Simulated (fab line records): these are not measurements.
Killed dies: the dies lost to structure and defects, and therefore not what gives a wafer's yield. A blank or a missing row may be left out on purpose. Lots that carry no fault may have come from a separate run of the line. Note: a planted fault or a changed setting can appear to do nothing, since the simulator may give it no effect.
fab line records -- flow n5-finfet
record: lots: 7, wafers: 21, last-day: 15
route steps=1938 shown BEOL_M2@916 BEOL_M4@1111
lots untouched by any fault: they come from a run of this same line in which no faults occurred
start-h: hours from the record's opening day to when the first of the lot's shown wafers began -- wait-h: time in hours since the lot's previous step -- " same as the row above -- L1.1+2: several wafers, shown together as one row -- - no value, or no start was given -- * or withheld: withheld -- < > ~ a bound
route shown NAME@n: NAME is a module with steps in the file, n the number in the route of the first one -- usual: mean/standard deviation of fault-free wafers -- same: alike in all rows -- chamber/n: place in a boat -- sites: readings site by site -- _std_site: how widely they spread, as a standard deviation -- _edge_site: the outer-site mean with the inner-site mean subtracted -- radius-mm: for every site, how far away it sits from the centre of the wafer -- mask NAME#n: copy n -- behind: the last tool/chamber to shape the wafer -- hold: cause of the lot's hold/its duration in hours/its outcome -- device: the n, p or np transistor that did not switch -- end of line: the same wafers' tests at the end of the route -- a step with no rows: only its recipe -- killed: the dies lost at the first sort to structure and to defects; this is not the yield of the wafer -- map: the dies of a wafer, with x for killed, . for not killed, _ for no die there
set.NAME: the setting as run; set.NAME@STEP: as run at that earlier step -- model.NAME: the simulator's own value behind a step, which no gauge read
lots at selected steps of the route; one table per step, one row per wafer
services: a tool's chamber out of use, with start hour (start-h, from the record's first day; less than 0 if before it), hours out, and reason
== steps ==
step: N5_BEOL_M2_SPUTTER_92
recipe: material: Cu, target-thk-a: 45, temp-c: -20, chamber-pressure-pa: 0.07, power-w: withheld, time-s: 8.29
step: N5_BEOL_M2_ANNEAL_93
recipe: temp-c: 400, time-s: 240, ambient: vacuum
usual: heater-power-w: 855/110, susceptor_temp_C_max: 401.0/0.39
lot.wafer,tool,chamber,start-h,wait-h,heater-power-w,susceptor_temp_C_max
L642.2,pvd-sputter-02,-,147.75,0.0,711,400.7
L642.4,pvd-sputter-02,-,147.75,0.0,989,401.1
L642.5,pvd-sputter-02,-,147.75,0.0,1042,401.6
L645.1,pvd-sputter-01,-,155.50,0.0,910,400.8
L645.2,pvd-sputter-01,-,155.50,0.0,879,400.5
L645.5,pvd-sputter-01,-,155.50,0.0,776,401.7
L646.2,pvd-sputter-02,-,166.09,0.0,774,400.8
L646.4,pvd-sputter-02,-,166.09,0.0,982,402.3
L646.6,pvd-sputter-02,-,166.09,0.0,792,400.3
L647.2,pvd-sputter-01,-,170.37,0.0,997,401.3
L647.3,pvd-sputter-01,-,170.37,0.0,861,400.9
L647.4,pvd-sputter-01,-,170.37,0.0,926,401.3
L648.2,pvd-sputter-01,-,175.90,0.0,968,400.8
L648.3,pvd-sputter-01,-,175.90,0.0,849,400.6
L648.5,pvd-sputter-01,-,175.90,0.0,853,400.8
L649.1,pvd-sputter-03,-,186.53,0.0,826,401.2
L649.2,pvd-sputter-03,-,186.53,0.0,889,400.8
L649.3,pvd-sputter-03,-,186.53,0.0,742,401.0
L659.1,pvd-sputter-01,-,241.59,0.0,982,400.9
L659.3,pvd-sputter-01,-,241.59,0.0,883,401.2
L659.4,pvd-sputter-01,-,241.59,0.0,770,401.3
step: N5_BEOL_M2_SPUTTER_94
recipe: material: Cu, target-thk-a: 45, temp-c: -20, chamber-pressure-pa: 0.07, power-w: withheld, time-s: 8.29
usual: substrate-temp-c: -19.99/0.11, throttle-valve-pct: 30.0/0.43
lot.wafer,tool,chamber,start-h,wait-h,substrate-temp-c,throttle-valve-pct
L642.2,pvd-sputter-02,-,147.89,0.1,-20.05,30.0
L642.4,pvd-sputter-02,-,147.89,0.1,-19.93,29.7
L642.5,pvd-sputter-02,-,147.89,0.1,-20.05,30.8
L645.1,pvd-sputter-01,-,155.64,0.1,-20.19,30.1
L645.2,pvd-sputter-01,-,155.64,0.1,-20.01,29.7
L645.5,pvd-sputter-01,-,155.64,0.1,-19.97,30.7
L646.2,pvd-sputter-02,-,166.23,0.1,-20.05,30.0
L646.4,pvd-sputter-02,-,166.23,0.1,-20.08,29.6
L646.6,pvd-sputter-02,-,166.23,0.1,-19.98,30.3
L647.2,pvd-sputter-01,-,170.51,0.1,-20.05,29.8
L647.3,pvd-sputter-01,-,170.51,0.1,-20.09,29.7
L647.4,pvd-sputter-01,-,170.51,0.1,-19.89,29.9
L648.2,pvd-sputter-01,-,176.04,0.1,-19.85,29.7
L648.3,pvd-sputter-01,-,176.04,0.1,-20.08,30.0
L648.5,pvd-sputter-01,-,176.04,0.1,-20.09,29.6
L649.1,pvd-sputter-03,-,186.68,0.1,-20.08,30.2
L649.2,pvd-sputter-03,-,186.68,0.1,-19.84,29.7
L649.3,pvd-sputter-03,-,186.68,0.1,-20.11,30.4
L659.1,pvd-sputter-01,-,241.73,0.1,-20.00,29.6
L659.3,pvd-sputter-01,-,241.73,0.1,-20.00,29.6
L659.4,pvd-sputter-01,-,241.73,0.1,-20.09,30.9
step: N5_BEOL_M2_ANNEAL_95
recipe: temp-c: 400, time-s: 240, ambient: vacuum
usual: heater-power-w: 854/110, susceptor_temp_C_max: 401.1/0.43
lot.wafer,tool,chamber,start-h,wait-h,heater-power-w,susceptor_temp_C_max
L642.2,pvd-sputter-02,-,147.97,0.0,712,400.6
L642.4,pvd-sputter-02,-,147.97,0.0,994,401.8
L642.5,pvd-sputter-02,-,147.97,0.0,1063,401.2
L645.1,pvd-sputter-01,-,155.72,0.0,917,401.0
L645.2,pvd-sputter-01,-,155.72,0.0,859,400.6
L645.5,pvd-sputter-01,-,155.72,0.0,791,400.5
L646.2,pvd-sputter-02,-,166.31,0.0,779,400.8
L646.4,pvd-sputter-02,-,166.31,0.0,1021,401.6
L646.6,pvd-sputter-02,-,166.31,0.0,796,400.6
L647.2,pvd-sputter-01,-,170.59,0.0,984,401.2
L647.3,pvd-sputter-01,-,170.59,0.0,840,400.7
L647.4,pvd-sputter-01,-,170.59,0.0,936,401.2
L648.2,pvd-sputter-01,-,176.12,0.0,975,401.0
L648.3,pvd-sputter-01,-,176.12,0.0,837,401.1
L648.5,pvd-sputter-01,-,176.12,0.0,875,401.1
L649.1,pvd-sputter-03,-,186.76,0.0,811,400.8
L649.2,pvd-sputter-03,-,186.76,0.0,883,401.1
L649.3,pvd-sputter-03,-,186.76,0.0,741,400.6
L659.1,pvd-sputter-01,-,241.81,0.0,978,401.2
L659.3,pvd-sputter-01,-,241.81,0.0,864,400.7
L659.4,pvd-sputter-01,-,241.81,0.0,770,401.3
step: N5_BEOL_M2_SPUTTER_96
recipe: material: Cu, target-thk-a: 45, temp-c: -20, chamber-pressure-pa: 0.07, power-w: withheld, time-s: 8.29
step: N5_BEOL_M2_ECD_50
recipe: material: Cu, target-thk-a: 3000
step: N5_BEOL_M2_ANNEAL_51
recipe: temp-c: 225, time-s: 90, ambient: N2
step: N5_BEOL_M2_CMP_52
recipe: stop-on: SiOC, t-overpolish-s: 6.8, down-force-psi: 1, platen-rpm: 50, clearing-platen-down-force-psi: 1.5, clearing-platen-rpm: 50, post-cmp-clean: cu-alkaline, target-thk-nm: 40, clearing-platen-pad-velocity-m-s: 0.99484, pad-velocity-m-s: 0.99484
usual: barrier-field-endpoint-s: 24.8/0.54, clearing-platen-down-force-psi: 1.5001/0.0028, clearing-platen-rpm: 50.000/0.027, edge-zone-pressure-frac: 1.000/0.0047, motor-current-A: 6.4/0.63, overpolish-run-s: 6.800/0.0086, time-to-endpoint-s: 64.1/2.7
lot.wafer,tool,chamber,start-h,wait-h,barrier-field-endpoint-s,clearing-platen-down-force-psi,clearing-platen-rpm,edge-zone-pressure-frac,motor-current-A,overpolish-run-s,time-to-endpoint-s
L642.2,cmp-02,3,148.65,0.3,25.4,1.5037,49.962,1.006,7.5,6.793,66.8
L642.4,cmp-02,0,148.65,0.3,24.9,1.4971,50.025,1.002,7.0,6.812,62.8
L642.5,cmp-02,2,148.65,0.3,25.1,1.5015,50.027,1.009,6.2,6.801,64.7
L645.1,cmp-04,2,156.43,0.3,24.9,1.4977,49.945,0.987,6.3,6.795,69.5
L645.2,cmp-04,3,156.43,0.3,25.4,1.5016,50.020,1.005,6.3,6.791,68.9
L645.5,cmp-04,1,156.43,0.3,25.6,1.4956,49.936,0.988,6.1,6.809,71.7
L646.2,cmp-04,2,166.94,0.2,25.3,1.4957,50.054,1.003,6.7,6.813,66.9
L646.4,cmp-04,3,166.94,0.2,25.0,1.4935,49.973,0.994,6.3,6.805,65.2
L646.6,cmp-04,2,166.94,0.2,25.7,1.5025,50.001,0.994,6.3,6.797,69.2
L647.4,cmp-02,2,171.23,0.1,25.0,1.4966,50.033,1.006,6.4,6.803,65.7
L647.3,cmp-02,3,171.23,0.1,24.8,1.4982,49.995,0.998,8.2,6.806,62.9
L647.2,cmp-02,0,171.23,0.1,25.2,1.5006,50.006,1.001,7.0,6.803,65.4
L648.2,cmp-02,2,177.11,0.2,24.7,1.4990,49.966,1.006,6.7,6.795,63.9
L648.3,cmp-02,0,177.11,0.2,24.9,1.4966,50.014,0.998,7.1,6.801,65.7
L648.5,cmp-02,2,177.11,0.2,24.8,1.4989,50.019,1.000,6.5,6.805,64.5
L649.1,cmp-02,3,187.46,0.3,25.3,1.5035,50.022,1.003,8.0,6.799,69.0
L649.2,cmp-02,0,187.46,0.3,24.3,1.5027,50.016,0.990,6.7,6.803,62.4
L649.3,cmp-02,1,187.46,0.3,25.6,1.5026,50.032,1.006,6.1,6.787,65.2
L659.1,cmp-04,1,242.56,0.3,24.3,1.5010,50.026,0.999,6.0,6.782,62.4
L659.3,cmp-04,2,242.56,0.3,24.6,1.4991,50.045,1.007,6.5,6.800,64.2
L659.4,cmp-04,3,242.56,0.3,25.1,1.4989,49.975,1.002,6.2,6.801,61.7
step: N5_BEOL_M2_THK_MEAS_53
recipe: thk-meas-gauge: xrf, reads: Cu_of_BEOL_M2_ECD_50
usual: M2_THK: 41.9/1.3
lot.wafer,tool,chamber,start-h,wait-h,M2_THK[nm]
L642.2,film-metro-01,-,148.91,-,42.0
L642.4,film-metro-01,-,148.91,-,41.1
L642.5,film-metro-01,-,148.91,-,39.7
L645.1,film-metro-02,-,156.65,-,42.1
L645.2,film-metro-02,-,156.65,-,41.7
L645.5,film-metro-02,-,156.65,-,42.1
L646.2,film-metro-02,-,167.24,-,42.2
L646.4,film-metro-02,-,167.24,-,43.8
L646.6,film-metro-02,-,167.24,-,43.0
L647.2,film-metro-01,-,171.52,-,38.9
L647.3,film-metro-01,-,171.52,-,42.6
L647.4,film-metro-01,-,171.52,-,40.5
L648.2,film-metro-02,-,177.37,-,41.6
L648.3,film-metro-02,-,177.37,-,42.4
L648.5,film-metro-02,-,177.37,-,42.7
L649.1,film-metro-01,-,187.71,-,42.1
L649.2,film-metro-01,-,187.71,-,41.4
L649.3,film-metro-01,-,187.71,-,42.3
L659.1,film-metro-02,-,242.85,-,40.6
L659.3,film-metro-02,-,242.85,-,44.3
L659.4,film-metro-02,-,242.85,-,42.9
step: N5_BEOL_M2_PRE_CLEAN_60
recipe: gas: NH3/H2, time-s: 15, temp-c: *, rf-power-w: 300
step: N5_BEOL_M2_CO_CAP_55
recipe: material: Co, target-thk-a: 20, temp-c: 200, precursor: CCTBA/H2, pressure-torr: 30, time-s: 102.1
usual: heater-power-w: 239/28
lot.wafer,tool,chamber,start-h,wait-h,heater-power-w
L642.2,cvd-co-02,2,148.99,0.0,266
L642.4,cvd-co-02,0,148.99,0.0,203
L642.5,cvd-co-02,1,148.99,0.0,273
L645.1,cvd-co-01,2,156.72,0.0,234
L645.2,cvd-co-01,1,156.72,0.0,230
L645.5,cvd-co-01,0,156.72,0.0,210
L646.2,cvd-co-02,0,167.31,0.0,202
L646.4,cvd-co-02,1,167.31,0.0,276
L646.6,cvd-co-02,0,167.31,0.0,201
L647.2,cvd-co-02,2,171.62,0.0,258
L647.3,cvd-co-02,0,171.62,0.0,202
L647.4,cvd-co-02,2,171.62,0.0,258
L648.2,cvd-co-01,2,177.52,0.0,231
L648.3,cvd-co-01,1,177.52,0.0,231
L648.5,cvd-co-01,2,177.52,0.0,233
L649.1,cvd-co-01,0,187.79,0.0,215
L649.2,cvd-co-01,1,187.79,0.0,231
L649.3,cvd-co-01,2,187.79,0.0,244
L659.1,cvd-co-01,2,242.93,0.0,236
L659.3,cvd-co-01,1,242.93,0.0,236
L659.4,cvd-co-01,1,242.93,0.0,227
step: N5_BEOL_M2_PRE_CLEAN_56
recipe: gas: NH3, time-s: 15, temp-c: withheld, rf-power-w: 300
step: N5_BEOL_M2_DEP_57
recipe: material: SiCN, target-thk-a: 80, temp-c: withheld, precursor: 3MS/NH3, pressure-torr: 3, rf-w: 202, time-s: 14
usual: showerhead-plenum-p-Torr: 3.665/0.013, throttle-valve-pct: 9.0/0.35
lot.wafer,tool,chamber,start-h,wait-h,showerhead-plenum-p-Torr,throttle-valve-pct,model.SiCN_of_BEOL_M2_DEP_57.thk-nm
L642.2,pecvd-01,1,149.10,0.0,3.648,9.0,8
L642.4,pecvd-01,1,149.10,0.0,3.670,9.0,8.2
L642.5,pecvd-01,2,149.10,0.0,3.658,8.3,8
L645.1,pecvd-03,1,156.84,0.0,3.675,9.2,8
L645.2,pecvd-03,0,156.84,0.0,3.643,9.6,8
L645.5,pecvd-03,0,156.84,0.0,3.643,9.4,8
L646.2,pecvd-03,2,167.43,0.0,3.686,8.9,7.4
L646.4,pecvd-03,0,167.43,0.0,3.655,9.4,7.6
L646.6,pecvd-03,2,167.43,0.0,3.683,9.1,8
L647.2,pecvd-03,2,171.74,0.0,3.679,8.9,7.4
L647.3,pecvd-03,1,171.74,0.0,3.665,9.2,8
L647.4,pecvd-03,2,171.74,0.0,3.686,9.0,7.6
L648.2,pecvd-03,0,177.65,0.0,3.654,9.2,7.4
L648.3,pecvd-03,1,177.65,0.0,3.667,8.9,8.2
L648.5,pecvd-03,1,177.65,0.0,3.674,9.0,8.2
L649.1,pecvd-01,2,187.91,0.0,3.669,8.4,8
L649.2,pecvd-01,0,187.91,0.0,3.677,8.8,8
L649.3,pecvd-01,1,187.91,0.0,3.663,9.2,7.6
L659.1,pecvd-01,2,243.05,0.0,3.666,8.4,8
L659.3,pecvd-01,0,243.05,0.0,3.661,8.8,8.2
L659.4,pecvd-01,2,243.05,0.0,3.675,8.4,8.2
step: N5_BEOL_M2_RS_MEAS_58
recipe: thk-meas-gauge: four-point-probe, reads: Co_of_BEOL_M2_CO_CAP_55+Cu_of_BEOL_M2_ECD_50+Co_of_BEOL_M2_CVD_47+TaN_of_BEOL_M2_ALD_84
usual: M2_RS: 0.649/0.025
lot.wafer,tool,chamber,start-h,wait-h,M2_RS[ohm/sq]
L642.2,film-metro-01,-,149.17,0.1,0.651
L642.4,film-metro-01,-,149.17,0.1,0.673
L642.5,film-metro-01,-,149.17,0.1,0.698
L645.1,film-metro-01,-,156.91,0.0,0.649
L645.2,film-metro-01,-,156.91,0.0,0.660
L645.5,film-metro-01,-,156.91,0.0,0.647
L646.2,film-metro-01,-,167.50,0.1,0.639
L646.4,film-metro-01,-,167.50,0.1,0.611
L646.6,film-metro-01,-,167.50,0.1,0.622
L647.2,film-metro-02,-,171.83,0.1,0.719
L647.3,film-metro-02,-,171.83,0.1,0.640
L647.4,film-metro-02,-,171.83,0.1,0.677
L648.2,film-metro-01,-,177.74,0.1,0.654
L648.3,film-metro-01,-,177.74,0.1,0.640
L648.5,film-metro-01,-,177.74,0.1,0.633
L649.1,film-metro-01,-,187.98,0.0,0.645
L649.2,film-metro-01,-,187.98,0.0,0.655
L649.3,film-metro-01,-,187.98,0.0,0.639
L659.1,film-metro-02,-,243.12,0.0,0.670
L659.3,film-metro-02,-,243.12,0.0,0.605
L659.4,film-metro-02,-,243.12,0.0,0.625
step: N5_BEOL_M4_RC_MEAS_101
usual: DIBL_N: 36.4/1.4, DIBL_P: 36.3/1.5, IOFF_N: 0.162/0.023, IOFF_P: 0.211/0.027, ION_N: 676/9.7, ION_P: 463/6.4, SS_N: 71.5/0.5, SS_P: 73.3/0.6, VT_N: 249.3/2.5, VT_P: -249.9/2.8
lot.wafer,tool,chamber,start-h,wait-h,DIBL_N[mV/V],DIBL_P[mV/V],IOFF_N[nA/um],IOFF_P[nA/um],ION_N[uA/um],ION_P[uA/um],SS_N[mV/dec],SS_P[mV/dec],VT_N[mV],VT_P[mV]
L642.2,prober-02,0,171.16,0.2,38.8,38.1,0.214,0.264,682,466,72.4,73.6,246.8,-245.8
L642.4,prober-02,0,171.16,0.2,37.5,36.3,0.176,0.220,686,471,72.9,72.8,245.5,-247.4
L642.5,prober-02,0,171.16,0.2,39.7,38.7,0.214,0.266,676,463,72.6,74.1,246.7,-247.1
L645.1,prober-02,0,180.25,0.0,35.9,36.2,0.145,0.226,657,459,71.1,73.8,253.4,-247.8
L645.2,prober-02,0,180.25,0.0,36.6,36.9,0.161,0.233,655,459,72.0,74.0,253.2,-247.2
L645.5,prober-02,0,180.25,0.0,36.7,37.5,0.160,0.244,652,459,72.3,73.8,251.0,-248.2
L646.2,prober-01,0,184.19,0.2,36.2,37.0,0.157,0.197,686,458,71.5,73.6,251.2,-253.0
L646.4,prober-01,0,184.19,0.2,35.7,35.8,0.142,0.176,667,462,71.1,72.7,251.7,-253.5
L646.6,prober-01,0,184.19,0.2,34.8,35.1,0.137,0.172,676,458,70.7,72.8,251.9,-256.7
L647.2,prober-01,0,195.64,0.2,35.3,34.5,0.150,0.192,683,458,71.1,73.3,247.1,-249.1
L647.3,prober-01,0,195.64,0.2,38.0,38.7,0.206,0.244,685,468,72.2,73.7,244.9,-248.3
L647.4,prober-01,0,195.64,0.2,35.6,34.6,0.150,0.185,677,462,71.2,73.4,248.4,-250.1
L648.2,prober-02,0,197.16,0.2,36.2,37.5,0.181,0.278,686,482,71.7,73.3,245.4,-242.9
L648.3,prober-02,0,197.16,0.2,35.0,35.9,0.157,0.244,681,480,71.5,74.3,248.8,-244.8
L648.5,prober-02,0,197.16,0.2,35.0,35.9,0.163,0.250,684,477,71.6,73.4,247.3,-241.1
L649.1,prober-01,0,212.44,0.0,34.6,34.4,0.131,0.194,670,460,70.9,72.4,252.5,-248.4
L649.2,prober-01,0,212.44,0.0,38.6,39.0,0.210,0.266,680,462,71.3,73.2,242.8,-246.7
L649.3,prober-01,0,212.44,0.0,34.4,33.9,0.130,0.182,678,462,71.3,72.7,250.1,-252.6
L659.1,prober-02,0,262.61,0.0,35.9,36.8,0.143,0.198,666,455,71.4,73.4,252.8,-253.1
L659.3,prober-02,0,262.61,0.0,35.8,35.1,0.135,0.181,669,455,70.7,73.1,252.3,-253.9
L659.4,prober-02,0,262.61,0.0,33.5,33.3,0.108,0.151,669,456,70.8,72.1,255.3,-254.6
== services ==
tool,chamber,start-h,hours,kind
pecvd-01,-,130.28,0.3,repair
cvd-co-01,-,131.37,6.9,pm
cmp-02,-,144.15,2.5,repair
cmp-04,-,145.72,5.4,pm
cmp-04,-,153.98,1.3,repair
cmp-02,-,156.20,0.8,repair
pvd-sputter-01,-,164.86,1.5,repair
pecvd-03,0,170.64,5.5,scheduled-down
pecvd-03,2,176.33,5.5,scheduled-down
pecvd-03,-,181.09,1.8,repair
pvd-sputter-02,-,187.05,3.7,repair
cvd-co-02,-,193.68,4.3,pm
pecvd-03,-,199.99,14.6,pm
cmp-04,-,213.26,4.0,pm
cmp-04,-,217.26,-,consumable-replace:conditioner
cmp-04,-,217.26,-,consumable-replace:pad
cmp-04,-,218.03,3.4,repair
cmp-02,-,226.81,4.0,pm
cmp-02,-,230.81,-,consumable-replace:conditioner
cmp-02,-,230.81,-,consumable-replace:pad
cmp-02,-,232.15,6.3,pm
cmp-04,-,242.97,1.0,repair
== key ==
first-sign none at tools or gauges
model-effect: step: N5_BEOL_M2_DEP_57, value: SiCN_of_BEOL_M2_DEP_57.thk-nm, without: 8.08, struck: 7.48
met-at N5_BEOL_M2_DEP_57
struck-wafers L646.2,L646.4,L647.2,L647.4,L648.2
onset-between 156.84 167.43
fault: kind: process-parameter-drift, tool: pecvd-03, chamber: -, onset-h: 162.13, steps: N5_BEOL_M2_DEP_57, channel: time-s, offset: *, shape: step, end-h: 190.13, scope: struck-wafers-only, acts-in: *, stated: *
